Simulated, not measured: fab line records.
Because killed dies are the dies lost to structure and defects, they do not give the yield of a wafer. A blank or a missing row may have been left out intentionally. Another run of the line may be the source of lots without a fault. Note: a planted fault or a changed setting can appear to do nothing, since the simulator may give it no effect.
fab line records -- flow n5-finfet -- part 1 of 2: steps 1 to 4 of 6
[record] lots = 19, wafers = 57, last-day = 19
route steps=1938 shown BEOL_M8@1346
lots untouched by any fault: they come from a run of this same line in which no faults occurred
start-h: hours from the record's first day to the start of the lot's first wafer shown -- wait-h: how many hours have passed since the lot's step before this one -- " unchanged from the row above -- L1.1+2: a row that stands for several wafers -- - value missing, or start not given -- * or withheld: withheld -- < > ~ a bound
route shown NAME@n: names a module that has steps shown in the file, with the first one's number in the route -- usual: mean/standard deviation taken from wafers without a fault -- same: alike in all rows -- chamber/n: place in a boat -- sites: the reading at each site -- _std_site: the values' standard deviation -- _edge_site: outer sites' mean less inner sites' -- radius-mm: for every site, how far away it sits from the centre of the wafer -- mask NAME#n: copy n -- behind: the last tool/chamber to shape the wafer -- hold: reason for holding the lot/hours on hold/outcome of the hold -- device: whichever transistor did not switch (one of n, p or np) -- end of line: tests run on the same wafers once the route is complete -- step lacking rows: just its recipe -- killed: at the first sort, the dies lost to defects and structure; wafer yield is something else -- map: per-die view of a wafer (x killed, . not killed, _ where there is no die)
set.NAME: the setting as run; set.NAME@STEP: as run at that earlier step -- model.NAME: the simulator's own value behind a step, which no gauge read
a sample of lots followed through the steps of the route, with each step as a table and each wafer as a row
services: the hour from which a tool's chamber was out of use, counted from the record's first day as start-h (under 0 if before that day), plus the number of hours and why
[[steps]]
[step N5_BEOL_M8_OVL_MEAS_12]
[recipe] points-per-wafer = 44
[usual] M8_OVL = 0.5/0.62
lot.wafer,tool,chamber,start-h,wait-h,M8_OVL[nm]
L076.3,overlay-02,0,204.49,0.0,1.2
L076.4,overlay-02,0,204.49,0.0,1.3
L076.6,overlay-02,0,204.49,0.0,2.1
L075.2,overlay-01,0,206.23,0.0,-0.3
L075.4,overlay-01,0,206.23,0.0,0.3
L075.5,overlay-01,0,206.23,0.0,-0.4
L077.2,overlay-02,0,212.68,0.0,0.0
L077.4,overlay-02,0,212.68,0.0,0.3
L077.5,overlay-02,0,212.68,0.0,0.2
L078.1,overlay-01,0,214.08,0.0,-0.1
L078.3,overlay-01,0,214.08,0.0,0.2
L078.5,overlay-01,0,214.08,0.0,0.7
L079.1,overlay-02,0,219.30,0.0,1.7
L079.2,overlay-02,0,219.30,0.0,0.8
L079.6,overlay-02,0,219.30,0.0,0.9
L080.2,overlay-01,0,222.13,0.0,0.0
L080.3,overlay-01,0,222.13,0.0,0.3
L080.4,overlay-01,0,222.13,0.0,0.5
L082.2,overlay-01,0,224.95,0.0,0.6
L082.3,overlay-01,0,224.95,0.0,0.5
L082.4,overlay-01,0,224.95,0.0,0.1
L083.1,overlay-01,0,230.47,0.0,0.3
L083.2,overlay-01,0,230.47,0.0,0.4
L083.4,overlay-01,0,230.47,0.0,0.4
L084.1,overlay-02,0,238.44,0.0,0.1
L084.2,overlay-02,0,238.44,0.0,-0.1
L084.4,overlay-02,0,238.44,0.0,1.1
L088.2,overlay-01,0,316.21,0.0,0.8
L088.3,overlay-01,0,316.21,0.0,0.4
L088.5,overlay-01,0,316.21,0.0,1.8
L095.2,overlay-02,0,321.69,0.0,1.2
L095.5,overlay-02,0,321.69,0.0,0.5
L095.6,overlay-02,0,321.69,0.0,0.8
L094.3,overlay-02,0,322.25,0.0,0.4
L094.4,overlay-02,0,322.25,0.0,0.7
L094.5,overlay-02,0,322.25,0.0,0.8
L090.1,overlay-01,0,326.58,0.0,0.0
L090.3,overlay-01,0,326.58,0.0,-0.2
L090.6,overlay-01,0,326.58,0.0,1.0
L089.3,overlay-02,0,335.55,0.0,0.2
L089.5,overlay-02,0,335.55,0.0,0.2
L089.6,overlay-02,0,335.55,0.0,0.2
L091.1,overlay-01,0,345.86,0.0,-1.0
L091.2,overlay-01,0,345.86,0.0,-0.7
L091.3,overlay-01,0,345.86,0.0,-0.1
L087.1,overlay-01,0,353.52,0.0,0.9
L087.2,overlay-01,0,353.52,0.0,0.9
L087.3,overlay-01,0,353.52,0.0,-0.3
L093.2,overlay-02,0,354.16,0.0,0.8
L093.3,overlay-02,0,354.16,0.0,0.1
L093.6,overlay-02,0,354.16,0.0,-0.3
L096.1,overlay-02,0,357.39,0.0,2.1
L096.4,overlay-02,0,357.39,0.0,1.4
L096.5,overlay-02,0,357.39,0.0,0.8
L097.1,overlay-01,0,370.26,0.0,0.8
L097.3,overlay-01,0,370.26,0.0,0.7
L097.6,overlay-01,0,370.26,0.0,1.0
[step N5_BEOL_M8_ETCH_61]
[recipe] chemistry = CF4, target = SiARC, target-depth-a = 455, mask-material = CAR-ArF, time-s = 75.8, ion-energy-ev = 80, pressure-mtorr = 40, source-w = 545, bias-w = 36, Ar_flow_sccm = 100, cf4-flow-sccm = 100, ends = cleared
[usual] drypump-motor-current-A = 5.9/0.43, etch-rf-on-time-s = 75.4/2.4, mfc-ar-sccm = 100.0/0.31, oes-product-au = 0.70/0.067, rf-vpp-V = 184.1/1.3, showerhead-plenum-p-Torr = 2.15/0.079, throttle-valve-pct = 15.60/0.28
lot.wafer,tool,chamber,start-h,wait-h,drypump-motor-current-A,etch-rf-on-time-s,mfc-ar-sccm,oes-product-au,rf-hours-counter-h,rf-vpp-V,showerhead-plenum-p-Torr,throttle-valve-pct
L076.3,rie-diel-03,1,204.97,0.0,5.9,77.3,99.4,0.71,66,185.6,2.19,15.92
L076.4,rie-diel-03,0,204.97,0.0,5.7,74.9,100.1,0.60,248,182.7,2.03,15.94
L076.6,rie-diel-03,3,204.97,0.0,5.4,76.0,100.3,0.70,-,185.1,2.25,15.29
L075.2,rie-diel-04,0,206.32,0.0,6.3,75.0,100.1,0.80,20,184.2,2.11,15.33
L075.4,rie-diel-04,2,206.32,0.0,6.3,75.3,100.3,0.61,211,182.3,2.04,16.10
L075.5,rie-diel-04,2,206.32,0.0,6.3,74.8,99.6,0.61,-,181.8,2.04,16.12
L077.2,rie-diel-02,2,212.83,0.0,6.0,71.4,99.9,0.67,149,185.2,2.24,15.58
L077.4,rie-diel-02,1,212.83,0.0,6.2,74.9,100.7,0.75,24,186.1,2.27,15.26
L077.5,rie-diel-02,0,212.83,0.0,6.4,77.1,100.1,0.60,-,182.4,2.05,15.82
L078.1,rie-diel-04,0,214.17,0.0,6.3,73.4,100.0,0.80,23,183.7,2.11,15.34
L078.3,rie-diel-04,2,214.17,0.0,6.3,74.4,99.8,0.62,214,182.5,2.04,16.11
L078.5,rie-diel-04,1,214.17,0.0,6.3,73.4,100.3,0.76,-,185.6,2.19,15.66
L079.1,rie-diel-03,2,219.43,0.0,5.1,80.1,100.1,0.59,215,183.7,2.12,15.65
L079.2,rie-diel-03,1,219.43,0.0,5.9,78.2,99.3,0.69,72,184.9,2.19,15.95
L079.6,rie-diel-03,2,219.43,0.0,5.1,80.4,99.3,0.58,-,184.6,2.12,15.66
L080.2,rie-diel-02,3,222.22,0.0,6.3,76.4,100.1,0.74,54,184.9,2.17,15.51
L080.3,rie-diel-02,1,222.22,0.0,6.2,75.3,100.2,0.75,27,186.9,2.26,15.25
L080.4,rie-diel-02,1,222.22,0.0,6.2,75.1,100.1,0.76,-,185.3,2.26,15.27
L082.2,rie-diel-04,3,225.05,0.0,5.3,71.5,100.6,0.75,46,182.5,2.09,15.27
L082.3,rie-diel-04,2,225.05,0.0,6.3,75.0,100.4,0.60,218,181.7,2.04,16.11
L082.4,rie-diel-04,1,225.05,0.0,6.3,73.8,99.6,0.76,56,184.9,2.18,15.64
L083.1,rie-diel-04,2,230.56,0.0,6.3,75.4,100.4,0.60,221,182.6,2.04,16.13
L083.2,rie-diel-04,3,230.56,0.0,5.3,72.2,100.2,0.75,49,182.6,2.09,15.26
L083.4,rie-diel-04,1,230.56,0.0,6.3,74.0,99.9,0.74,60,184.7,2.18,15.65
L084.1,rie-diel-03,2,238.53,0.0,5.1,80.5,99.8,0.58,224,183.6,2.11,15.69
L084.2,rie-diel-03,1,238.53,0.0,5.9,77.7,99.3,0.68,81,184.2,2.18,15.96
L084.4,rie-diel-03,1,238.53,0.0,5.9,77.9,99.8,0.69,-,184.7,2.18,15.94
L088.2,rie-diel-02,0,316.30,0.0,6.4,78.1,99.7,0.57,237,182.3,2.03,15.90
L088.3,rie-diel-02,2,316.30,0.0,6.0,71.9,100.0,0.65,181,184.5,2.23,15.63
L088.5,rie-diel-02,2,316.30,0.0,6.0,72.2,99.7,0.64,-,185.5,2.22,15.63
L095.2,rie-diel-04,0,321.79,0.0,6.3,74.2,99.8,0.75,52,183.1,2.10,15.39
L095.5,rie-diel-04,2,321.79,0.0,6.3,74.9,100.5,0.59,-,182.8,2.03,16.18
L095.6,rie-diel-04,3,321.79,0.0,5.3,71.8,99.5,0.72,-,184.6,2.08,15.33
L094.3,rie-diel-03,3,322.35,0.0,5.4,76.3,100.2,0.68,97,185.5,2.24,15.38
L094.4,rie-diel-03,3,322.35,0.0,5.4,76.1,100.0,0.67,-,185.8,2.24,15.36
L094.5,rie-diel-03,1,322.35,0.0,5.9,78.5,100.0,0.66,-,183.7,2.17,16.00
L090.1,rie-diel-03,1,326.67,0.0,5.9,78.1,100.1,0.66,110,184.8,2.17,16.02
L090.3,rie-diel-03,0,326.67,0.0,5.7,73.0,99.6,0.81,22,185.4,2.28,15.50
L090.6,rie-diel-03,0,326.67,0.0,5.7,74.0,100.3,0.80,-,185.5,2.28,15.51
L089.3,rie-diel-03,1,335.64,0.0,5.9,79.4,100.0,0.65,113,185.7,2.17,16.00
L089.5,rie-diel-03,0,335.64,0.0,5.6,74.1,100.3,0.80,-,184.9,2.28,15.50
L089.6,rie-diel-03,3,335.64,0.0,5.4,75.9,99.7,0.67,-,184.7,2.23,15.37
L091.1,rie-diel-03,3,345.95,0.0,5.4,76.5,100.1,0.67,105,184.9,2.23,15.39
L091.2,rie-diel-03,2,345.95,0.0,5.1,79.2,99.9,0.80,3,183.1,2.10,15.25
L091.3,rie-diel-03,1,345.95,0.0,5.9,79.5,99.7,0.65,116,183.9,2.17,16.03
L087.1,rie-diel-04,0,353.61,0.0,6.3,74.8,99.6,0.73,63,183.7,2.09,15.41
L087.2,rie-diel-04,1,353.61,0.0,6.3,73.6,99.5,0.71,96,184.8,2.17,15.73
L087.3,rie-diel-04,3,353.61,0.0,5.3,72.9,99.8,0.70,85,182.2,2.07,15.34
L093.2,rie-diel-04,1,354.25,0.0,6.3,73.6,100.0,0.71,96,185.0,2.17,15.75
L093.3,rie-diel-04,0,354.25,0.0,6.3,73.6,99.7,0.74,63,183.1,2.09,15.41
L093.6,rie-diel-04,3,354.25,0.0,5.3,72.0,100.3,0.71,-,181.3,2.07,15.35
L096.1,rie-diel-02,0,357.75,0.0,6.4,78.4,99.8,0.58,247,183.4,2.03,15.90
L096.4,rie-diel-02,3,357.75,0.0,6.3,76.5,100.5,0.68,100,183.8,2.16,15.62
L096.5,rie-diel-02,1,357.75,0.0,6.2,76.0,100.3,0.71,-,186.0,2.25,15.36
L097.1,rie-diel-04,3,370.88,0.0,5.3,71.9,100.3,0.71,90,183.1,2.07,15.36
L097.3,rie-diel-04,0,370.88,0.0,6.3,74.3,100.1,0.73,69,183.9,2.09,15.42
L097.6,rie-diel-04,0,370.88,0.0,6.3,73.3,100.2,0.73,-,184.0,2.09,15.42
[step N5_BEOL_M8_ETCH_62]
[recipe] chemistry = N2/H2, target = SOC, target-depth-a = 1100, overetch-a = 220, mask-material = SiARC, temp-c = 40, time-s = 165, ion-energy-ev = 200, pressure-mtorr = 30, source-w = 840, bias-w = 150, n2-flow-sccm = 200, h2-flow-sccm = 200
[usual] drypump-motor-current-A = 5.9/0.44, oes-product-au = 0.69/0.061, rf-vpp-V = 524.2/2.9, showerhead-plenum-p-Torr = 2.55/0.1, throttle-valve-pct = 17.77/0.25
lot.wafer,tool,chamber,start-h,wait-h,drypump-motor-current-A,oes-product-au,rf-hours-counter-h,rf-vpp-V,showerhead-plenum-p-Torr,throttle-valve-pct
L076.3,rie-diel-03,1,205.02,0.0,5.9,0.71,66,525.1,2.56,17.86
L076.4,rie-diel-03,0,205.02,0.0,5.7,0.59,248,518.5,2.38,18.01
L076.6,rie-diel-03,3,205.02,0.0,5.4,0.71,-,528.7,2.70,17.60
L075.2,rie-diel-04,0,206.38,0.0,6.3,0.79,20,524.1,2.48,17.42
L075.4,rie-diel-04,2,206.38,0.0,6.3,0.60,211,520.0,2.41,18.22
L075.5,rie-diel-04,2,206.38,0.0,6.3,0.61,-,518.5,2.41,18.23
L077.2,rie-diel-02,2,212.88,0.0,6.0,0.65,149,527.5,2.65,17.70
L077.4,rie-diel-02,1,212.88,0.0,6.2,0.75,24,529.9,2.72,17.61
L077.5,rie-diel-02,0,212.88,0.0,6.4,0.61,-,521.0,2.42,18.08
L078.1,rie-diel-04,0,214.23,0.0,6.3,0.77,23,524.3,2.48,17.41
L078.3,rie-diel-04,2,214.23,0.0,6.3,0.60,214,521.0,2.41,18.23
L078.5,rie-diel-04,1,214.23,0.0,6.3,0.74,-,523.7,2.58,17.76
L079.1,rie-diel-03,2,219.49,0.0,5.1,0.60,215,523.0,2.53,18.07
L079.2,rie-diel-03,1,219.49,0.0,5.9,0.70,72,524.6,2.56,17.89
L079.6,rie-diel-03,2,219.49,0.0,5.1,0.60,-,523.2,2.53,18.08
L080.2,rie-diel-02,3,222.28,0.0,6.4,0.74,55,524.9,2.60,17.94
L080.3,rie-diel-02,1,222.28,0.0,6.2,0.74,28,525.5,2.72,17.65
L080.4,rie-diel-02,1,222.28,0.0,6.2,0.75,-,527.6,2.72,17.63
L082.2,rie-diel-04,3,225.10,0.0,5.3,0.73,46,522.9,2.47,17.40
L082.3,rie-diel-04,2,225.10,0.0,6.3,0.60,218,519.5,2.40,18.24
L082.4,rie-diel-04,1,225.10,0.0,6.3,0.74,56,526.4,2.58,17.75
L083.1,rie-diel-04,2,230.62,0.0,6.3,0.60,221,519.5,2.40,18.23
L083.2,rie-diel-04,3,230.62,0.0,5.3,0.72,49,521.8,2.47,17.42
L083.4,rie-diel-04,1,230.62,0.0,6.3,0.72,60,525.1,2.58,17.76
L084.1,rie-diel-03,2,238.59,0.0,5.1,0.60,224,523.4,2.53,18.09
L084.2,rie-diel-03,1,238.59,0.0,5.9,0.69,81,525.1,2.56,17.90
L084.4,rie-diel-03,1,238.59,0.0,5.9,0.69,-,524.7,2.56,17.91
L088.2,rie-diel-02,0,316.35,0.0,6.4,0.58,237,519.8,2.41,18.16
L088.3,rie-diel-02,2,316.35,0.0,6.0,0.63,182,525.8,2.63,17.75
L088.5,rie-diel-02,2,316.35,0.0,6.0,0.62,-,527.0,2.63,17.74
L095.2,rie-diel-04,0,321.84,0.0,6.3,0.73,52,522.5,2.47,17.47
L095.5,rie-diel-04,2,321.84,0.0,6.3,0.59,-,520.2,2.39,18.30
L095.6,rie-diel-04,3,321.84,0.0,5.3,0.70,-,522.5,2.46,17.46
L094.3,rie-diel-03,3,322.40,0.0,5.4,0.67,97,528.2,2.68,17.65
L094.4,rie-diel-03,3,322.40,0.0,5.4,0.67,-,525.7,2.68,17.66
L094.5,rie-diel-03,1,322.40,0.0,5.9,0.67,-,524.7,2.54,17.94
L090.1,rie-diel-03,1,326.73,0.0,5.9,0.67,110,524.2,2.54,17.92
L090.3,rie-diel-03,0,326.73,0.0,5.6,0.79,22,528.1,2.69,17.64
L090.6,rie-diel-03,0,326.73,0.0,5.7,0.78,-,528.6,2.69,17.64
L089.3,rie-diel-03,1,335.69,0.0,5.9,0.67,113,523.1,2.54,17.96
L089.5,rie-diel-03,0,335.69,0.0,5.7,0.78,-,528.6,2.69,17.64
L089.6,rie-diel-03,3,335.69,0.0,5.4,0.67,-,526.9,2.68,17.65
L091.1,rie-diel-03,3,346.01,0.0,5.4,0.66,105,528.0,2.68,17.68
L091.2,rie-diel-03,2,346.01,0.0,5.1,0.82,3,522.4,2.52,17.75
L091.3,rie-diel-03,1,346.01,0.0,5.9,0.66,116,523.7,2.54,17.96
L087.1,rie-diel-04,0,353.67,0.0,6.3,0.72,63,522.9,2.46,17.49
L087.2,rie-diel-04,1,353.67,0.0,6.3,0.70,96,523.7,2.56,17.83
L087.3,rie-diel-04,3,353.67,0.0,5.3,0.68,85,521.9,2.46,17.47
L093.2,rie-diel-04,1,354.31,0.0,6.3,0.70,96,525.4,2.57,17.81
L093.3,rie-diel-04,0,354.31,0.0,6.3,0.72,63,521.7,2.46,17.47
L093.6,rie-diel-04,3,354.31,0.0,5.3,0.68,-,522.5,2.46,17.49
L096.1,rie-diel-02,0,357.81,0.0,6.4,0.58,248,520.9,2.41,18.17
L096.4,rie-diel-02,3,357.81,0.0,6.3,0.69,100,525.5,2.58,17.99
L096.5,rie-diel-02,1,357.81,0.0,6.2,0.69,-,527.0,2.70,17.69
L097.1,rie-diel-04,3,370.93,0.0,5.3,0.68,90,521.7,2.45,17.48
L097.3,rie-diel-04,0,370.93,0.0,6.3,0.71,69,521.5,2.46,17.48
L097.6,rie-diel-04,0,370.93,0.0,6.3,0.71,-,520.3,2.46,17.49
[step N5_BEOL_M8_ETCH_72]
[recipe] chemistry = N2/H2, target = underlayer, target-depth-a = 65, mask-material = CAR-EUV, time-s = 5.2, ion-energy-ev = 200, pressure-mtorr = 30, source-w = 840, bias-w = 150, n2-flow-sccm = 200, h2-flow-sccm = 200, ends = cleared
[usual] drypump-motor-current-A = 5.9/0.43, etch-rf-on-time-s = 5.17/0.16, oes-product-au = 0.69/0.064, rf-vpp-V = 524/3, showerhead-plenum-p-Torr = 2.55/0.1, throttle-valve-pct = 17.83/0.24
lot.wafer,tool,chamber,start-h,wait-h,drypump-motor-current-A,etch-rf-on-time-s,oes-product-au,rf-hours-counter-h,rf-vpp-V,showerhead-plenum-p-Torr,throttle-valve-pct
L076.3,rie-diel-02,0,205.90,0.0,6.4,5.30,0.61,198,521,2.43,18.09
L076.4,rie-diel-02,3,205.90,0.0,6.4,5.21,0.74,49,525,2.60,17.98
L076.6,rie-diel-02,3,205.90,0.0,6.3,5.25,0.74,-,526,2.60,17.95
L075.2,rie-diel-04,3,207.21,0.0,5.3,4.96,0.75,40,522,2.47,17.44
L075.4,rie-diel-04,0,207.21,0.0,6.3,5.03,0.80,21,521,2.48,17.44
L075.5,rie-diel-04,2,207.21,0.0,6.3,5.16,0.61,-,520,2.41,18.26
L077.2,rie-diel-03,3,213.84,0.0,5.4,5.23,0.71,60,529,2.70,17.61
L077.4,rie-diel-03,1,213.84,0.0,5.9,5.34,0.70,70,525,2.56,17.91
L077.5,rie-diel-03,0,213.84,0.0,5.7,5.19,0.59,-,520,2.38,18.06
L078.1,rie-diel-03,2,215.06,0.0,5.1,5.42,0.59,214,524,2.53,18.11
L078.3,rie-diel-03,3,215.06,0.0,5.4,5.26,0.70,60,526,2.70,17.63
L078.5,rie-diel-03,0,215.06,0.0,5.7,5.23,0.59,-,520,2.38,18.06
L079.1,rie-diel-03,2,220.55,0.0,5.1,5.49,0.59,216,525,2.53,18.10
L079.2,rie-diel-03,3,220.55,0.0,5.4,5.30,0.71,62,528,2.69,17.61
L079.6,rie-diel-03,2,220.55,0.0,5.1,5.53,0.59,-,522,2.53,18.09
L080.2,rie-diel-03,3,223.33,0.0,5.5,5.27,0.69,64,526,2.69,17.64
L080.3,rie-diel-03,1,223.33,0.0,5.9,5.36,0.70,74,523,2.56,17.92
L080.4,rie-diel-03,3,223.33,0.0,5.5,5.26,0.70,-,530,2.69,17.63
L082.2,rie-diel-02,3,226.29,0.0,6.4,5.22,0.74,57,524,2.60,17.99
L082.3,rie-diel-02,2,226.29,0.0,6.0,4.87,0.68,150,525,2.65,17.72
L082.4,rie-diel-02,0,226.29,0.0,6.4,5.34,0.60,206,521,2.42,18.14
L083.1,rie-diel-02,0,231.70,0.0,6.4,5.26,0.60,208,519,2.42,18.14
L083.2,rie-diel-02,3,231.70,0.0,6.4,5.18,0.74,59,527,2.60,17.98
L083.4,rie-diel-02,1,231.70,0.0,6.2,5.13,0.74,32,528,2.71,17.67
L084.1,rie-diel-04,0,239.54,0.0,6.3,5.13,0.77,32,522,2.47,17.47
L084.2,rie-diel-04,1,239.54,0.0,6.3,5.16,0.74,62,528,2.58,17.79
L084.4,rie-diel-04,2,239.54,0.0,6.3,5.21,0.60,224,517,2.40,18.28
L088.2,rie-diel-04,3,318.13,0.0,5.3,4.99,0.71,72,523,2.46,17.50
L088.3,rie-diel-04,2,318.13,0.0,6.3,5.22,0.58,244,519,2.39,18.33
L088.5,rie-diel-04,0,318.13,0.0,6.3,5.06,0.76,-,522,2.47,17.50
L094.3,rie-diel-04,0,323.74,0.0,6.3,5.11,0.75,53,521,2.47,17.52
L094.4,rie-diel-04,3,323.74,0.0,5.3,5.01,0.70,74,523,2.46,17.46
L094.5,rie-diel-04,2,323.74,0.0,6.3,5.24,0.59,-,521,2.39,18.30
L095.2,rie-diel-02,2,323.78,0.0,6.0,4.91,0.65,184,528,2.63,17.81
L095.5,rie-diel-02,0,323.78,0.0,6.4,5.39,0.57,-,520,2.41,18.17
L095.6,rie-diel-02,3,323.78,0.0,6.3,5.23,0.70,-,524,2.58,18.03
L090.1,rie-diel-04,1,328.19,0.0,6.3,5.09,0.72,87,522,2.57,17.87
L090.3,rie-diel-04,2,328.19,0.0,6.3,5.17,0.59,247,519,2.39,18.29
L090.6,rie-diel-04,0,328.19,0.0,6.3,5.09,0.75,-,520,2.47,17.50
L089.3,rie-diel-04,0,337.74,0.0,6.3,5.03,0.73,57,523,2.47,17.52
L089.5,rie-diel-04,1,337.74,0.0,6.3,5.03,0.72,-,528,2.57,17.85
L089.6,rie-diel-04,3,337.74,0.0,5.3,4.98,0.71,-,525,2.46,17.52
L091.1,rie-diel-04,3,347.42,0.0,5.3,5.04,0.71,82,523,2.46,17.50
L091.2,rie-diel-04,1,347.42,0.0,6.3,5.06,0.72,93,525,2.57,17.87
L091.3,rie-diel-04,0,347.42,0.0,6.3,5.07,0.74,61,524,2.46,17.53
L093.2,rie-diel-03,0,356.51,0.0,5.7,5.06,0.78,31,529,2.69,17.69
L093.3,rie-diel-03,1,356.51,0.0,5.9,5.32,0.65,119,524,2.54,17.97
L093.6,rie-diel-03,0,356.51,0.0,5.7,5.03,0.79,-,530,2.68,17.67
L087.1,rie-diel-03,2,356.91,0.0,5.1,5.37,0.79,6,522,2.52,17.76
L087.2,rie-diel-03,1,356.91,0.0,5.9,5.42,0.65,119,523,2.54,17.99
L087.3,rie-diel-03,0,356.91,0.0,5.6,5.10,0.78,31,529,2.69,17.67
L096.1,rie-diel-02,2,359.89,0.0,6.0,4.81,0.65,194,525,2.63,17.82
L096.4,rie-diel-02,3,359.89,0.0,6.3,5.21,0.70,101,524,2.58,18.06
L096.5,rie-diel-02,0,359.89,0.0,6.4,5.35,0.57,-,519,2.41,18.20
L097.1,rie-diel-03,2,372.21,0.0,5.1,5.36,0.77,12,521,2.51,17.82
L097.3,rie-diel-03,3,372.21,0.0,5.4,5.24,0.65,114,529,2.67,17.72
L097.6,rie-diel-03,1,372.21,0.0,5.9,5.39,0.65,-,524,2.54,18.00
